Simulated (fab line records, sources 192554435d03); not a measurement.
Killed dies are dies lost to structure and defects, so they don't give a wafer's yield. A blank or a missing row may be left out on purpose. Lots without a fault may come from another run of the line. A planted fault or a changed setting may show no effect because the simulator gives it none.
One fault seen from 2 desks | flow n5_finfet | each desk has only its own numbers; what lay behind them comes last

THE TOOL OWNER'S DESK: laser_anneal-02
The tool's own readings at N5_SD_ACTIVATION_LSA_01 (time 0.0008 s): means of the sampled wafers that have a number, for each lot that ran on this tool. A lot is out of limits, marked OUT, if its mean lies more than 4 standard deviations from the usual mean; the brackets give that distance.
Columns: A = wafer_temp_C_max at N5_SD_ACTIVATION_LSA_01, usual 1084.4
lot  | first seen here | A
L495 | day 3 18:44     | 1085.1
L499 | day 4 18:52     | 1084.3
L502 | day 5 14:14     | 1085.0
L504 | day 5 23:56     | 1084.3
L506 | day 6 10:28     | 1064.2 (-20) OUT
L508 | day 7 00:53     | 1064.6 (-20) OUT
This desk's finding: out of limits on L506, L508; first on L506, day 6 10:28 (wafer_temp_C_max at N5_SD_ACTIVATION_LSA_01). In limits: L495, L499, L502, L504.

THE DEFECT DESK
What the inspections along the route counted, lot by lot: means of the sampled wafers that have a number. A lot is out of limits, marked OUT, if its mean lies more than 4 standard deviations from the usual mean; the brackets give that distance.
Columns: A = raw_defect_count at N5_SD_ACTIVATION_INSPECT_02, usual 167
lot  | first seen here | A
L495 | day 3 19:15     | 144
L498 | day 4 17:35     | 176
L499 | day 4 22:05     | 180
L501 | day 5 02:59     | 180
L502 | day 5 14:40     | 205
L504 | day 6 00:27     | 190
L506 | day 6 10:59     | 179
L508 | day 7 01:23     | 158
L509 | day 7 04:14     | 169
L514 | day 8 13:34     | 176
L516 | day 9 03:32     | 139
This desk's finding: nothing out of limits on any of the 11 lots.

PUT TOGETHER
The tool owner's desk could have raised an alarm at day 6 10:28, on L506, L508.
The defect desk saw nothing out of limits.
The defect desk has L506, L508 on record, within its limits.
Of the lots named, all ran N5_SD_ACTIVATION_LSA_01 on laser_anneal-02.

WHAT THE SIMULATOR HAD PUT IN
Process parameter drift: laser_anneal-02, from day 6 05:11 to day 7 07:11, at N5_SD_ACTIVATION_LSA_01. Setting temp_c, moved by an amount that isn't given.
Lots struck among those shown: L506, L508.
Hours from the fault's start to each desk's first reading out of limits: the tool owner's desk, 5.
